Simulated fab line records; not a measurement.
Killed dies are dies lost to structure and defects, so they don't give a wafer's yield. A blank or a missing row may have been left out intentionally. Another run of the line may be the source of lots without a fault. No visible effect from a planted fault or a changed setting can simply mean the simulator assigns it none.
Lot-split experiment + flow n5 finfet + 21 wafers read from 7 lots, route of 1938 steps

== SPLIT DETAILS ==
At N5_BEOL_M15_COAT_22 (resist thk 800 nm), the setting spin rpm was moved away from the recipe's 1704 rpm on 5 of the 21 wafers read, by -9.0% to +10.7%. The other wafers ran this setting at the recipe's value.

== FROM THE SPLIT TO THE READING: what the file shows between them, 6 steps ==
- N5_BEOL_M15_PEB_26: peb time 90 s (also split here: peb temp c)
- N5_BEOL_M15_DEVELOP_27: develop time 45 s
- N5_BEOL_M15_HARDBAKE_32: time 120 s
- N5_BEOL_M15_CD_MEAS_28: target cd 407.6 nm
- N5_BEOL_M15_DESCUM_33: chemistry O2, time 7.9 s
- N5_BEOL_M15_ETCH_61: etches BARC in N2/H2, target depth 89 nm, overetch 26.7 nm, time 67.9 s

== THE READING ==
coat_of_BEOL_M15_COAT_22.thk nm (the simulator's own value, which no gauge read), in nm, at N5_BEOL_M15_TRENCH_ETCH_34 (etches SiO2 in C4F8/O2/Ar, target depth 872.93 nm, time 199 s). The file gives no usual value for it. Across the 16 wafers here that went through the recipe, the average is 544.1 nm and the standard deviation 1.9 nm.

| wafer  | tool, chamber at the split | spin rpm as run, rpm | against the recipe | coat_of_BEOL_M15_COAT_22.thk nm, nm | against lot-mates on the recipe |
|--------|----------------------------|----------------------|--------------------|-------------------------------------|---------------------------------|
| L078.2 | litho track-03, 0          | 1704                 | recipe             | 542                                 | -                               |
| L078.3 | litho track-03, 0          | 1704                 | recipe             | 547                                 | -                               |
| L078.4 | litho track-03, 0          | 1704                 | recipe             | 542                                 | -                               |
| L079.3 | litho track-03, 0          | 1886                 | +10.7%             | 503.6                               | -42.6                           |
| L079.4 | litho track-03, 0          | 1704                 | recipe             | 546.2                               | -                               |
| L079.6 | litho track-03, 0          | 1886                 | +10.7%             | 507                                 | -39.2                           |
| L085.2 | litho track-01, 0          | 1550                 | -9.0%              | 579                                 | +33.3                           |
| L085.3 | litho track-01, 0          | 1704                 | recipe             | 545.6                               | -                               |
| L085.6 | litho track-01, 0          | 1704                 | recipe             | 545.8                               | -                               |
| L089.1 | litho track-01, 0          | 1704                 | recipe             | 545                                 | -                               |
| L089.3 | litho track-01, 0          | 1704                 | recipe             | 543.6                               | -                               |
| L089.5 | litho track-01, 0          | 1704                 | recipe             | 542.8                               | -                               |
| L090.3 | litho track-03, 0          | 1704                 | recipe             | 543.8                               | -                               |
| L090.5 | litho track-03, 0          | 1776                 | +4.2%              | 526.8                               | -17.0                           |
| L090.6 | litho track-03, 0          | 1776                 | +4.2%              | 523.6                               | -20.2                           |
| L088.2 | litho track-04, 0          | 1704                 | recipe             | 546.8                               | -                               |
| L088.3 | litho track-04, 0          | 1704                 | recipe             | 545.8                               | -                               |
| L088.5 | litho track-04, 0          | 1704                 | recipe             | 544.2                               | -                               |
| L093.2 | litho track-04, 0          | 1704                 | recipe             | 540.2                               | -                               |
| L093.3 | litho track-04, 0          | 1704                 | recipe             | 542                                 | -                               |
| L093.5 | litho track-04, 0          | 1704                 | recipe             | 543.4                               | -                               |

FIT RESULTS
A straight line over all 21 wafers: coat_of_BEOL_M15_COAT_22.thk nm changes by -3.77 nm for each +1% of spin rpm; r = -0.99; the points scatter about the line by 2.2 nm.
The same after taking each lot's own level away (the mean of its wafers on the recipe; 21 wafers): -3.84 nm for each +1%; r = -0.99; scatter 1.6 nm.
The reading moves by 41 nm for the largest change in spin rpm, on that fit.
Measured against the standard deviation above, the lots' own levels, which go from 541.87 to 546.20 nm, span 2.2 times it.
Consequently the slope shifts little with the lot-to-lot level, the two slopes agreeing.
Check: -40.6 nm against its lot-mates is what the line predicts for one of the wafers moved furthest among these (+10.7%) when that wafer is left out of the fit. Against them it came out at -42.6 nm.

== THESE WAFERS: OTHER SPLITS ==
These wafers also went through other splits before the reading. Each is held against what the fit with the lots' levels taken away leaves over:
| other split on the same wafers        | wafers away from the commonest value | r with coat_of_BEOL_M15_COAT_22.thk nm (lot level and that fit taken away) |
|---------------------------------------|--------------------------------------|----------------------------------------------------------------------------|
| N5_BEOL_M12_TRENCH_ETCH_34 time s     | 5                                    | -0.13                                                                      |
| N5_BEOL_M14_PEB_26 peb temp c         | 7                                    | +0.12                                                                      |
| N5_BEOL_M14_DEVELOP_27 develop time s | 7                                    | +0.08                                                                      |
| N5_BEOL_M15_PEB_26 peb temp c         | 7                                    | -0.15                                                                      |

== THE WHOLE CHAIN: every reading that the file lists as answering this split, in the file's order ==
| step                       | what it does                                                  | reading                                                                          | change (the file's fit)              | r (the file's) |
|----------------------------|---------------------------------------------------------------|----------------------------------------------------------------------------------|--------------------------------------|----------------|
| N5_BEOL_M15_COAT_22        | resist thk 800 nm                                             | coat_of_BEOL_M15_COAT_22.thk nm (the simulator's own value, which no gauge read) | -3.94 nm for each +1% of the setting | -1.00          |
| N5_BEOL_M15_DESCUM_33      | chemistry O2, time 7.9 s                                      | coat_of_BEOL_M15_COAT_22.thk nm (the simulator's own value, which no gauge read) | -3.95 nm for each +1% of the setting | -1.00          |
| N5_BEOL_M15_TRENCH_ETCH_34 | etches SiO2 in C4F8/O2/Ar, target depth 872.93 nm, time 199 s | coat_of_BEOL_M15_COAT_22.thk nm (the simulator's own value, which no gauge read) | -3.82 nm for each +1% of the setting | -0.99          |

== THE FILE'S OWN FIT ==
coat_of_BEOL_M15_COAT_22.thk nm changes by -3.82 nm for each +1% of spin rpm, r = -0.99.
